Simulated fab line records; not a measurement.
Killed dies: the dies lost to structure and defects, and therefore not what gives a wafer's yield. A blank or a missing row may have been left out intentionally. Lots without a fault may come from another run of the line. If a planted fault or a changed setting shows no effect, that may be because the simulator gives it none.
The tool behind it: which one? -- flow n5Finfet -- 24 lots, 72 wafers sampled, at 5 steps of a route of 1938

## WHAT EACH GAUGE READ, for each wafer
N5_BEOL_M9_CD_MEAS_18: pitch 140 nm, target cd 70 nm.
lot,measured,on,cdNm (nm)
L076,day 10 04:14,cdSem-03,69.3 70.5 69.6
L074,day 10 05:19,cdSem-01,69.5 68.0 70.0
L075,day 10 12:17,cdSem-03,69.5 70.0 70.9
L077,day 11 06:27,cdSem-01,70.5 70.0 70.6
L078,day 11 08:53,cdSem-03,69.7 69.6 69.5
L079,day 11 09:34,cdSem-02,70.5 70.4 70.7
L081,day 11 16:40,cdSem-02,70.0 69.3 69.5
L080,day 11 16:48,cdSem-02,70.4 69.4 70.1
L082,day 11 19:05,cdSem-02,70.9 70.3 69.5
L083,day 12 04:52,cdSem-02,70.2 70.3 69.1
L085,day 12 08:18,cdSem-02,70.4 69.6 69.1
L084,day 12 11:43,cdSem-02,69.6 68.5 68.8
L087,day 13 10:26,cdSem-02,69.9 69.1 70.0
L089,day 13 22:04,cdSem-01,70.6 69.4 70.1
L088,day 14 01:35,cdSem-01,70.2 70.1 70.1
L086,day 14 02:10,cdSem-02,70.2 70.1 70.6
L090,day 14 11:06,cdSem-01,70.9 69.3 70.9
L091,day 15 12:23,cdSem-02,70.8 70.9 70.4
L093,day 15 13:12,cdSem-02,70.5 68.9 70.1
L092,day 15 18:53,cdSem-01,69.9 68.8 69.6
L094,day 15 21:26,cdSem-03,69.6 70.9 70.6
L096,day 16 15:04,cdSem-03,70.1 69.9 70.3
L095,day 16 15:15,cdSem-03,70.1 70.4 70.8
L097,day 16 21:09,cdSem-03,70.9 69.5 70.6

N5_BEOL_M10_OVL_MEAS_29.
lot,measured,on,V9_OVL (nm)
L076,day 10 19:49,overlay-02,-0.2 0.4 -0.1
L074,day 10 19:52,overlay-01,-0.7 0.3 -1.2
L075,day 11 03:04,overlay-01,-0.9 -0.9 -0.7
L077,day 11 14:12,overlay-02,-0.2 -0.3 -0.3
L078,day 11 15:05,overlay-01,-0.1 -1.2 -0.7
L079,day 11 15:37,overlay-02,-0.2 1.3 0.0
L081,day 11 23:52,overlay-02,-0.6 -0.8 -1.3
L080,day 12 00:02,overlay-01,0.0 -0.2 0.5
L082,day 12 03:26,overlay-02,0.3 -0.8 -0.3
L083,day 12 16:29,overlay-01,0.4 -0.6 -0.1
L085,day 13 00:32,overlay-02,-0.2 -0.8 -1.1
L084,day 13 00:06,overlay-01,-0.7 -0.9 -0.2
L087,day 13 18:28,overlay-02,-0.3 -0.6 -0.1
L089,day 14 06:02,overlay-01,-1.7 -0.8 -1.3
L088,day 14 11:40,overlay-02,-1.2 -1.1 -0.1
L086,day 14 11:50,overlay-01,-1.7 -1.3 -1.3
L090,day 14 19:08,overlay-01,-2.2 -0.4 -1.7
L091,day 15 23:24,overlay-02,-1.3 -1.1 -1.5
L093,day 15 23:34,overlay-02,-0.7 -1.1 -0.1
L092,day 16 02:28,overlay-02,-0.6 -1.2 -0.8
L094,day 16 06:25,overlay-02,-0.4 -1.9 -1.1
L096,day 17 03:00,overlay-01,0.8 0.4 0.1
L095,day 17 02:44,overlay-01,-0.7 -1.6 -0.6
L097,day 17 05:02,overlay-02,-1.0 -1.0 -2.1

N5_BEOL_M10_INSPECT_30: inspects for defects (brightfield).
lot,measured,on,rawDefectCount
L076,day 10 19:50,defectInspect-01,245 297 318
L074,day 10 19:53,defectInspect-02,264 549 315
L075,day 11 03:06,defectInspect-02,438 445 423
L077,day 11 14:13,defectInspect-02,617 411 460
L078,day 11 15:07,defectInspect-01,305 359 511
L079,day 11 15:39,defectInspect-01,356 329 365
L081,day 11 23:53,defectInspect-02,525 485 413
L080,day 12 00:04,defectInspect-02,413 480 413
L082,day 12 03:27,defectInspect-01,586 409 499
L083,day 12 16:31,defectInspect-02,389 359 412
L085,day 13 00:34,defectInspect-02,601 413 446
L084,day 13 00:08,defectInspect-02,422 386 353
L087,day 13 18:29,defectInspect-01,372 422 347
L089,day 14 06:03,defectInspect-02,254 370 251
L088,day 14 11:41,defectInspect-01,314 265 277
L086,day 14 11:51,defectInspect-02,297 370 247
L090,day 14 19:09,defectInspect-01,333 265 278
L091,day 15 23:26,defectInspect-02,438 439 411
L093,day 15 23:35,defectInspect-01,318 384 398
L092,day 16 02:29,defectInspect-01,443 282 441
L094,day 16 06:26,defectInspect-02,446 429 438
L096,day 17 03:01,defectInspect-02,464 331 275
L095,day 17 02:46,defectInspect-01,427 334 453
L097,day 17 05:04,defectInspect-01,276 313 335

## TOOL THAT RAN EACH LOT (tool first, then ch and the chambers of the sampled wafers, then the start)
lot,N5_BEOL_M9_ETCH_76,N5_BEOL_M9_SURFACE_TREAT_79
L076,"rieDiel-01 ch 0,1,3, day 10 07:14","pvdSputter-02, day 10 08:53"
L074,"rieDiel-02 ch 0,1,2, day 10 07:24","pvdSputter-01, day 10 09:25"
L075,"rieDiel-03 ch 1,3, day 10 13:11","pvdSputter-01, day 10 20:41"
L077,"rieDiel-02 ch 2,3, day 11 07:17","pvdSputter-01, day 11 08:57"
L078,"rieDiel-03 ch 1,2, day 11 10:11","pvdSputter-01, day 11 11:31"
L079,"rieDiel-02 ch 1,2,3, day 11 10:21","pvdSputter-01, day 11 11:41"
L081,"rieDiel-01 ch 1,3, day 11 17:07","pvdSputter-03, day 11 18:41"
L080,"rieDiel-03 ch 0,1, day 11 17:24","pvdSputter-01, day 11 19:09"
L082,"rieDiel-03 ch 2,3, day 11 19:49","pvdSputter-03, day 11 21:08"
L083,"rieDiel-02 ch 0,1,2, day 12 05:28","pvdSputter-02, day 12 07:35"
L085,"rieDiel-02 ch 1,3, day 12 09:31","pvdSputter-03, day 12 16:29"
L084,"rieDiel-03 ch 0,1,2, day 12 16:21","pvdSputter-02, day 12 18:34"
L087,"rieDiel-01 ch 0,1,3, day 13 11:56","pvdSputter-01, day 13 13:46"
L089,"rieDiel-03 ch 0,1,2, day 13 23:33","pvdSputter-02, day 14 01:05"
L088,"rieDiel-03 ch 0,1,3, day 14 02:54","pvdSputter-03, day 14 05:42"
L086,"rieDiel-02 ch 0,1, day 14 03:04","pvdSputter-03, day 14 06:04"
L090,"rieDiel-01 ch 0,3, day 14 11:45","pvdSputter-03, day 14 13:14"
L091,"rieDiel-03 ch 0,2,3, day 15 15:30","pvdSputter-02, day 15 17:26"
L093,"rieDiel-03 ch 1,2, day 15 15:04","pvdSputter-01, day 15 16:58"
L092,"rieDiel-01 ch 0,1, day 15 20:02","pvdSputter-02, day 15 21:47"
L094,"rieDiel-02 ch 0,2,3, day 15 22:04","pvdSputter-01, day 16 00:38"
L096,"rieDiel-02 ch 0,1,3, day 16 19:53","pvdSputter-03, day 16 21:30"
L095,"rieDiel-03 ch 0,2,3, day 16 19:50","pvdSputter-01, day 16 21:26"
L097,"rieDiel-03 ch 0,2,3, day 16 22:01","pvdSputter-01, day 16 23:54"
- N5_BEOL_M9_ETCH_76: etches underlayer in N2/H2, target depth 6.5 nm, time 5.2 s.
- N5_BEOL_M9_SURFACE_TREAT_79

## WHAT THE TOOLS THEMSELVES READ (means of the sampled wafers that have a number; where no wafer has one, the mark that the record gives instead)
N5_BEOL_M9_ETCH_76.
lot,tool,drypumpMotorCurrentA (A),etchRfOnTimeS (s),n2FlowSccm (sccm),oesProductAu (a.u.),rfVppV (V),showerheadPlenumPTorr (Torr),throttleValvePct (%)
L076,rieDiel-01,5.9,5.16,199.6,0.75,524.4,2.58,17.40
L074,rieDiel-02,5.7,5.16,200.1,0.72,521.7,2.46,17.87
L075,rieDiel-03,6.4,5.15,200.1,0.71,526.3,2.60,17.80
L077,rieDiel-02,6.3,5.27,199.8,0.65,521.4,2.44,18.03
L078,rieDiel-03,5.9,5.25,200.1,0.61,524.9,2.57,17.97
L079,rieDiel-02,5.9,5.20,199.6,0.65,520.6,2.43,18.04
L081,rieDiel-01,5.7,4.94,198.8,0.77,524.2,2.62,17.35
L080,rieDiel-03,5.6,5.13,199.7,0.62,525.0,2.60,18.09
L082,rieDiel-03,6.1,5.18,200.4,0.65,523.6,2.55,17.71
L083,rieDiel-02,5.7,5.21,199.7,0.70,521.1,2.45,17.87
L085,rieDiel-02,5.9,5.30,200.1,0.58,520.2,2.41,18.18
L084,rieDiel-03,5.6,5.28,200.5,0.61,524.9,2.56,17.92
L087,rieDiel-01,5.9,5.15,200.8,0.71,524.6,2.57,17.46
L089,rieDiel-03,5.6,5.28,200.6,0.62,524.0,2.56,17.95
L088,rieDiel-03,5.9,5.21,200.2,0.65,525.5,2.57,17.87
L086,rieDiel-02,5.3,5.20,199.7,0.63,519.7,2.42,18.06
L090,rieDiel-01,5.7,5.18,199.2,0.72,524.4,2.49,17.43
L091,rieDiel-03,5.8,5.17,200.0,0.64,523.6,2.54,17.70
L093,rieDiel-03,6.0,5.30,199.7,0.58,524.0,2.59,18.21
L092,rieDiel-01,6.0,5.04,199.8,0.70,525.7,2.63,17.53
L094,rieDiel-02,6.1,5.13,199.7,0.74,525.3,2.55,17.75
L096,rieDiel-02,5.7,5.14,199.8,0.78,526.3,2.63,17.72
L095,rieDiel-03,5.8,5.18,199.8,0.64,524.0,2.54,17.72
L097,rieDiel-03,5.8,5.18,200.4,0.63,524.5,2.54,17.72

N5_BEOL_M9_SURFACE_TREAT_79.
lot,tool,arFlowSccm (sccm)
L076,pvdSputter-02,30.05
L074,pvdSputter-01,30.07
L075,pvdSputter-01,29.97
L077,pvdSputter-01,29.88
L078,pvdSputter-01,30.06
L079,pvdSputter-01,29.98
L081,pvdSputter-03,30.03
L080,pvdSputter-01,29.94
L082,pvdSputter-03,29.98
L083,pvdSputter-02,30.00
L085,pvdSputter-03,29.95
L084,pvdSputter-02,30.03
L087,pvdSputter-01,29.98
L089,pvdSputter-02,30.11
L088,pvdSputter-03,29.96
L086,pvdSputter-03,29.97
L090,pvdSputter-03,29.92
L091,pvdSputter-02,30.09
L093,pvdSputter-01,30.08
L092,pvdSputter-02,29.94
L094,pvdSputter-01,30.03
L096,pvdSputter-03,29.97
L095,pvdSputter-01,29.94
L097,pvdSputter-01,29.99

## THE ANSWER, worked out from the rows above alone
Rule: usual is defined by the lots themselves. The widest of any qualifying gaps counts: lots, ordered by their means at a reading, are off when they make up no more than a third of the lots, leave a main group of 4 or more, and stand apart from it by 3 or more times the standard deviation of that group's means. If all means in a main group match to the digits the tables above print for the reading, that group is not used. A lot without any number at a reading at which 4 lots or more have one is off too. The other lots that the step has rows for count as sound. Order of review: gauges by route order, followed by the tools' own readings, for which a lot's mean as printed above is used. The first step at which some lot is off is used, and at that step the reading that is off furthest; a lot without a number counts as furthest.
None of the lots is off at any reading shown; this tells nothing.

## WHAT THE SIMULATOR HAD PUT IN
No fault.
